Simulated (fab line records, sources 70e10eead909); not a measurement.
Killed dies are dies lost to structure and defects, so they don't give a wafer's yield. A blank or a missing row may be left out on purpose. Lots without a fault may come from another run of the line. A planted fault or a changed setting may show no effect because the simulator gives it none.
Which tool did it? | flow nand_harc | 6 lots, 17 wafers sampled, at 5 steps of a route of 1159

WHAT THE GAUGES READ, wafer by wafer
NHARC_END_SORT_01.
lot  | measured     | on        | killed_at_array
L569 | day 20 20:02 | prober-01 | 11 11 9
L572 | day 20 20:29 | prober-02 | 19 30 27
L576 | day 22 02:11 | prober-02 | 29 669 27
L581 | day 22 09:09 | prober-02 | 669 12
L584 | day 23 12:49 | prober-01 | 48 40 36
L591 | day 26 19:52 | prober-02 | 29 19 19

WHICH TOOL RAN EACH LOT (tool, then ch and the chambers of the sampled wafers, then the start)
lot  | NHARC_A_CHANNEL_FILL_D1_ALD_25   | NHARC_A_CHANNEL_FILL_D1_CMP_10 | NHARC_A_STAIRCASE_ETCH_170         | NHARC_A_STAIRCASE_STRIP_171
L569 | ald_hk-03 ch 1,2,3, day 10 16:28 | cmp-02 ch 1,2, day 11 03:14    | rie_diel-12 ch 0,1, day 11 05:07   | plasma_asher-02 ch 0,1, day 11 05:20
L572 | ald_hk-04 ch 1,2,3, day 10 20:57 | cmp-04 ch 0,2,3, day 11 08:14  | rie_diel-12 ch 1,2,3, day 11 10:08 | plasma_asher-02 ch 0,1, day 11 10:17
L576 | ald_hk-02 ch 0,1, day 11 23:07   | cmp-01 ch 0,2,3, day 12 10:37  | rie_diel-12 ch 0,1,2, day 12 12:34 | plasma_asher-02 ch 0,1, day 12 12:48
L581 | ald_hk-04 ch 1,2, day 13 08:37   | cmp-04 ch 2,3, day 13 18:38    | rie_diel-12 ch 0,3, day 13 21:07   | plasma_asher-02 ch 0, day 13 21:13
L584 | ald_hk-02 ch 1,2,3, day 14 09:40 | cmp-02 ch 1,2,3, day 14 21:07  | rie_diel-11 ch 1,2, day 14 22:49   | plasma_asher-01 ch 0,1, day 14 22:59
L591 | ald_hk-04 ch 2,3, day 16 02:33   | cmp-04 ch 1,2,3, day 16 13:51  | rie_diel-11 ch 0,3, day 16 15:53   | plasma_asher-02 ch 0,1, day 16 16:03
- NHARC_A_CHANNEL_FILL_D1_ALD_25: deposits SiOx, target thk 60 nm, pulse time 10 s, ald cycles 600.
- NHARC_A_CHANNEL_FILL_D1_CMP_10: polishes, target thk 150 nm.
- NHARC_A_STAIRCASE_ETCH_170: etches the open film in C4F6/O2, target depth 200 nm, time 66.667 s.
- NHARC_A_STAIRCASE_STRIP_171: strips in O2.

THE ANSWER, worked out from the rows above alone
Rule: what is usual is taken from the lots themselves. Put in order of their means at a reading, lots are off if they are a third of the lots or fewer, leave a main group of 4 or more, and stand apart from it by a gap of 3 or more times the standard deviation of the main group's means; of several such gaps the widest counts. A main group whose means are all the same, to the digits that the tables above print for the reading, isn't used. A lot without any number at a reading at which 4 lots or more have one is off too. The other lots that the step has rows for count as sound.
Off: L576, L581, at NHARC_END_SORT_01 (killed_at_array). The main group: mean 25, standard deviation 11.
A tool fits if, at a process step before that reading, it ran every lot that is off, and no sound lot after the first of them. The gauges at NHARC_END_SORT_01 are tried like those tools. One fits: rie_diel-12 at NHARC_A_STAIRCASE_ETCH_170. Its last sound lot is L572 (day 11 10:08), its first lot that is off L576 (day 12 12:34): a fault that began between those two fits.

WHAT THE SIMULATOR HAD PUT IN
Process parameter drift: rie_diel-12, from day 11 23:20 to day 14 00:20, at NHARC_A_STAIRCASE_ETCH_170. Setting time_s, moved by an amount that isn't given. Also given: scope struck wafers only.
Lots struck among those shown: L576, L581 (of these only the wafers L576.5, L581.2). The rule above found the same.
